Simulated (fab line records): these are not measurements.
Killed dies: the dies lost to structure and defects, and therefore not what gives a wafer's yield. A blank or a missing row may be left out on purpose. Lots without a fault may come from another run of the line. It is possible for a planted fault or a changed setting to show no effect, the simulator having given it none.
Chamber matching	flow nandHarc	4 sister chambers for NHARC_P_BONDPAD_DESCUM_11 on rieDiel-04
The step chemistry O2, time 3 s. 4 wafers are shown with their chamber, then 12 later ones without.

WAFERS, EACH WITH ITS CHAMBER
wafer	chamber	showerheadPlenumPTorr (Torr)
L082.5	3	2.00
L085.1	1	1.81
L085.2	2	2.02
L085.4	0	1.83

WAFERS WITHOUT THEIR CHAMBER
wafer	showerheadPlenumPTorr (Torr)
L086.1	2.02
L086.5	2.02
L086.6	2.00
L087.1	2.00
L087.5	1.81
L087.6	1.83
L088.3	1.83
L088.5	1.82
L088.6	1.83
L091.2	1.83
L091.4	2.00
L091.5	2.02

EACH ONE'S CHAMBER
wafer	from the rows above	in truth
L086.1	2	2
L086.5	2	2
L086.6	3	3
L087.1	3	3
L087.5	1	1
L087.6	0	0
L088.3	0	0
L088.5	can't be placed: 0 or 1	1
L088.6	0	0
L091.2	0	0
L091.4	3	3
L091.5	2	2
11 of 12 placed correctly. Not placeable from these rows: 1 (in 1, the candidates include the true chamber). Number placed wrongly: 0.
How it was worked out, from the rows above alone: a wafer's distance from a chamber is the root of the sum, over the readings, of the square of ((its reading less the chamber's mean) divided by the reading's scatter). The wafer belongs to the nearest chamber; if the next one is less than 2 further off, it can't be placed. For every chamber, the mean is computed from those of its wafers that are shown. The scatter: with one shown wafer a chamber, the root of the mean of the squares of how far each hidden wafer lies from its nearest shown one.
